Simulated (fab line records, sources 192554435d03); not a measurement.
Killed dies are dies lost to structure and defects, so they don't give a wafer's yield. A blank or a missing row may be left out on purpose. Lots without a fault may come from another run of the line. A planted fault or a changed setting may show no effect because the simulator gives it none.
fab line records | flow n5_finfet
record lots=12 wafers=35 last_day=18
route steps=1938 shown BEOL_M11@1568
lots that met no fault: from a run of the same line without faults
start_h: hours from the record's first day to the start of the lot's first wafer shown | wait_h: hours since the lot's step before | " the same as in the row above | L1.1+2: a row that stands for several wafers | - no value, or no start given | * or withheld: withheld | < > ~ a bound
route shown NAME@n: a module of which the file shows steps, and the number in the route of the first | usual: mean/standard deviation of fault-free wafers | same: alike in all rows | chamber/n: place in a boat | sites: the reading at each site | _std_site: their standard deviation | _edge_site: outer sites' mean less inner sites' | radius_mm: how far each site lies from the wafer's centre | mask NAME#n: copy n | behind: the tool/chamber that last shaped the wafer | hold: why the lot was held/for how many hours/how that ended | device: the transistor (n, p or np) that didn't switch | end of line: the same wafers' tests at the end of the route | a step without rows: its recipe alone | killed: dies lost to structure and defects at the first sort, not the wafer's yield | map: a wafer's dies, x killed, . not, _ none there
set.NAME: the setting as run; set.NAME@STEP: as run at that earlier step | model.NAME: the simulator's own value behind a step, which no gauge read
steps of the route over a sample of lots; a table a step, a row a wafer
services: from which hour (start_h, from the record's first day; less than 0 if before it) a tool's chamber was out of use, for how many hours, and why
## steps
# step N5_BEOL_M11_CD_MEAS_28
# recipe target_cd_nm=70 landing_energy_ev=500 detector=se_inlens polarity=opening
# usual cd_nm=69.7/1.3
# same landing_energy_ev=500
# columns lot.wafer tool chamber start_h wait_h cd_nm
L472.3 cd_sem-03 0 234.49 - 72.1
L472.4 " 0 " " 70.6
L472.6 " 0 " " 71.4
L473.3 cd_sem-01 0 245.43 - 68.3
L473.5 " 0 " " 69.5
L474.1 cd_sem-03 0 245.60 - 69.5
L474.4 " 0 " " 67.9
L474.5 " 0 " " 68.2
L475.1 cd_sem-01 0 245.77 - 67.4
L475.3 " 0 " " 68.9
L475.5 " 0 " " 67.5
L480.1 cd_sem-01 0 282.68 - 69.4
L480.2 " 0 " " 70.9
L480.3 " 0 " " 68.9
L479.1 cd_sem-02 0 302.15 - 71.1
L479.4 " 0 " " 71.1
L479.5 " 0 " " 71.2
L486.2 cd_sem-02 0 323.36 - 67.5
L486.3 " 0 " " 69.8
L486.5 " 0 " " 68.6
L490.3 cd_sem-03 0 356.17 - 69.8
L490.4 " 0 " " 70.6
L490.6 " 0 " " 70.5
L491.3 cd_sem-02 0 373.75 - 72.2
L491.4 " 0 " " 68.1
L491.5 " 0 " " 68.6
L492.1 cd_sem-01 0 374.04 - 70.1
L492.4 " 0 " " 70.3
L492.6 " 0 " " 70.0
L494.1 cd_sem-03 0 382.15 - 67.8
L494.3 " 0 " " 68.8
L494.6 " 0 " " 68.3
L493.2 cd_sem-01 0 382.32 - 68.3
L493.3 " 0 " " 68.6
L493.4 " 0 " " 69.9
# step N5_BEOL_M11_OVL_MEAS_29
# recipe points_per_wafer=44
# usual V10_OVL=0.6/0.65
# columns lot.wafer tool chamber start_h wait_h V10_OVL[nm]
L472.3 overlay-02 0 234.52 0.0 0.9
L472.4 " 0 " " 1.3
L472.6 " 0 " " -0.7
L473.3 overlay-01 0 245.46 0.0 1.3
L473.5 " 0 " " 0.2
L474.1 overlay-01 0 245.63 0.0 -0.5
L474.4 " 0 " " 0.8
L474.5 " 0 " " -0.1
L475.1 overlay-02 0 245.80 0.0 0.4
L475.3 " 0 " " 0.2
L475.5 " 0 " " -0.5
L480.1 overlay-02 0 282.71 0.0 0.9
L480.2 " 0 " " 1.5
L480.3 " 0 " " 1.9
L479.1 overlay-01 0 302.18 0.0 -0.4
L479.4 " 0 " " -0.2
L479.5 " 0 " " -0.9
L486.2 overlay-01 0 323.39 0.0 0.1
L486.3 " 0 " " 1.5
L486.5 " 0 " " 0.4
L490.3 overlay-01 0 356.20 0.0 0.9
L490.4 " 0 " " 0.6
L490.6 " 0 " " 0.4
L491.3 overlay-02 0 373.78 0.0 1.3
L491.4 " 0 " " 0.2
L491.5 " 0 " " 1.8
L492.1 overlay-02 0 374.07 0.0 0.8
L492.4 " 0 " " 0.6
L492.6 " 0 " " 0.2
L494.1 overlay-02 0 382.18 0.0 0.6
L494.3 " 0 " " -0.5
L494.6 " 0 " " 1.1
L493.2 overlay-02 0 382.35 0.0 0.7
L493.3 " 0 " " 1.1
L493.4 " 0 " " -0.3
# step N5_BEOL_M11_ECD_50
# recipe material=Cu target_thk_a=3180
# columns lot.wafer tool chamber start_h wait_h
L472.3+4+6 ecd_cu-01 0,1,0 236.77 0.1
L473.3+5 ecd_cu-02 0,1 247.75 0.1
L474.1+4+5 ecd_cu-02 0,1,1 248.39 0.1
L475.1+3+5 ecd_cu-01 0 248.62 0.1
L480.1+2+3 ecd_cu-01 0,1,1 285.33 0.1
L479.1+4+5 ecd_cu-01 1,0,0 305.96 0.1
L486.2+3+5 ecd_cu-02 1,0,1 325.60 0.1
L490.3+4+6 ecd_cu-02 1,0,0 360.12 0.1
L491.3+4+5 ecd_cu-01 0,1,0 375.75 0.1
L492.1+4+6 ecd_cu-02 0 377.40 0.1
L494.1+3+6 ecd_cu-02 1,1,0 384.46 0.1
L493.2+3+4 ecd_cu-01 1,0,1 384.83 0.1
# step N5_BEOL_M11_CMP_52
# recipe stop_on=SiCOH_lowk t_overpolish_s=7 down_force_psi=1 platen_rpm=50 clearing_platen_down_force_psi=1.5 clearing_platen_rpm=50 post_cmp_clean=cu_alkaline target_thk_nm=140 clearing_platen_pad_velocity_m_s=0.99484 pad_velocity_m_s=0.99484
# usual motor_current_A=6.0/0.74 retaining_ring_pressure_frac=1.001/0.0047 time_to_endpoint_s=67/3.7
# columns lot.wafer tool chamber start_h wait_h motor_current_A retaining_ring_pressure_frac time_to_endpoint_s
L472.4 cmp-02 2 237.92 0.2 6.7 1.000 65
L472.3 " 0 " " 5.5 0.997 70
L472.6 " 2 " " 6.5 1.010 65
L473.3 cmp-03 1 248.17 0.2 5.8 0.997 63
L473.5 " 1 " " 5.6 1.006 61
L474.1 cmp-01 2 249.19 0.3 5.6 1.006 59
L474.4 " 0 " " 6.0 0.992 61
L474.5 " 1 " " 5.3 0.997 68
L475.3 cmp-02 0 249.56 0.3 5.7 0.999 75
L475.1 " 1 " " 6.1 0.998 66
L475.5 " 3 " " 5.7 1.005 65
L480.1 cmp-03 3 285.85 0.3 5.6 0.998 108
L480.2 " 0 " " 5.9 1.001 71
L480.3 " 2 " " 7.8 1.005 66
L479.1 cmp-03 1 306.75 0.3 5.7 1.003 70
L479.4 " 2 " " 7.4 0.999 100
L479.5 " 0 " " 5.5 1.002 115
L486.2 cmp-03 0 326.20 0.2 6.1 1.004 73
L486.3 " 2 " " 7.5 1.003 66
L486.5 " 0 " " 5.8 1.007 71
L490.4 cmp-01 0 360.54 0.2 5.9 1.005 67
L490.3 " 2 " " 5.5 0.997 62
L490.6 " 3 " " 6.2 1.006 69
L491.4 cmp-02 1 376.26 0.2 6.9 1.007 62
L491.3 " 2 " " 6.8 1.011 66
L491.5 " 0 " " 5.3 1.002 70
L492.1 cmp-01 1 377.88 0.3 5.1 0.999 71
L492.4 " 2 " " 5.6 0.995 66
L492.6 " 3 " " 6.2 0.998 71
L494.1 cmp-01 3 385.40 0.3 6.5 0.999 68
L494.3 " 0 " " 6.1 1.006 65
L494.6 " 2 " " 5.4 0.994 61
L493.4 cmp-01 2 385.87 0.1 5.5 0.993 62
L493.3 " 3 " " 6.4 1.000 63
L493.2 " 1 " " 5.2 0.994 70
# step N5_BEOL_M11_DEP_56
# recipe material=SiCN target_thk_a=300 temp_c=withheld precursor=3MS/NH3 pressure_torr=3 rf_w=675 time_s=10.5
# usual showerhead_plenum_p_Torr=4.162/0.02 throttle_valve_pct=17.9/1.1
# columns lot.wafer tool chamber start_h wait_h showerhead_plenum_p_Torr throttle_valve_pct
L472.3 pecvd-01 2 238.24 0.0 4.176 15.9
L472.4 " 2 " " 4.178 16.1
L472.6 " 0 " " 4.135 17.3
L473.3 pecvd-01 0 248.48 0.0 4.140 17.3
L473.5 " 0 " " 4.138 17.2
L474.1 pecvd-02 0 249.52 0.0 4.145 19.1
L474.4 " 2 " " 4.166 17.2
L474.5 " 1 " " 4.130 18.9
L475.1 pecvd-01 2 249.84 0.0 4.183 16.2
L475.3 " 1 " " 4.172 19.5
L475.5 " 2 " " 4.176 16.1
L480.1 pecvd-03 2 286.20 0.0 4.147 18.2
L480.2 " 1 " " 4.200 18.4
L480.3 " 0 " " 4.149 18.8
L479.1 pecvd-03 0 307.03 0.0 4.151 18.6
L479.4 " 1 " " 4.191 18.4
L479.5 " 2 " " 4.153 18.0
L486.2 pecvd-03 1 326.55 0.0 4.190 18.6
L486.3 " 0 " " 4.145 18.7
L486.5 " 0 " " 4.163 18.4
L490.3 pecvd-02 0 360.85 0.0 4.167 19.1
L490.4 " 1 " " 4.141 19.0
L490.6 " 0 " " 4.160 19.1
L491.3 pecvd-02 1 376.54 0.0 4.142 19.0
L491.4 " 1 " " 4.149 19.4
L491.5 " 2 " " 4.173 17.4
L492.1 pecvd-01 0 378.17 0.0 4.133 17.0
L492.4 " 0 " " 4.141 17.3
L492.6 " 2 " " 4.166 16.4
L494.1 pecvd-02 0 385.69 0.0 4.162 19.0
L494.3 " 2 " " 4.159 17.5
L494.6 " 0 " " 4.163 19.3
L493.2 pecvd-03 2 386.22 0.0 4.159 18.7
L493.3 " 0 " " 4.143 18.6
L493.4 " 0 " " 4.145 18.3
## services
# columns tool chamber start_h hours kind
cmp-02 - 225.93 1.8 repair
cmp-02 - 229.14 4.0 pm
pecvd-02 0 231.33 2.1 scheduled_down
pecvd-03 2 237.88 5.4 repair
pecvd-03 2 245.09 5.5 scheduled_down
cmp-02 - 275.01 1.8 repair
cmp-03 - 289.89 0.8 repair
cmp-01 - 291.28 3.5 repair
cmp-02 - 294.31 4.3 repair
pecvd-03 2 309.52 7.6 repair
cmp-03 - 312.48 0.7 repair
cmp-03 - 315.57 5.6 repair
pecvd-01 1 319.44 7.1 repair
cmp-03 - 339.87 4.0 pm
ecd_cu-01 - 343.24 1.4 repair
cmp-03 - 344.62 10.7 pm
cmp-01 - 346.94 1.4 repair
cmp-01 - 362.80 4.0 pm
cmp-01 - 366.80 - consumable_replace:conditioner
cmp-01 - 366.80 - consumable_replace:pad
pecvd-02 1 383.62 - clean
pecvd-02 1 383.62 - consumable_replace:showerhead
pecvd-02 1 383.62 29.0 scheduled_down
pecvd-02 1 383.62 29.0 vent_cycle
## key
first_sign step=N5_BEOL_M11_CMP_52 reading=time_to_endpoint_s direction=up sigmas=11 usual=* struck=*
effect none on later readings
met_at N5_BEOL_M11_ECD_50
struck_lots L479,L480
struck_wafers L479.4,L479.5,L480.1
not_acting_at N5_BEOL_M11_CD_MEAS_28,N5_BEOL_M11_OVL_MEAS_29,N5_BEOL_M11_DEP_56
onset_between 248.62 285.33
fault kind=process_parameter_drift tool=ecd_cu-01 chamber=0 onset_h=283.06 steps=N5_BEOL_M11_ECD_50 channel=target_thk_a offset=* shape=step end_h=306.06 acts_in=* stated=*
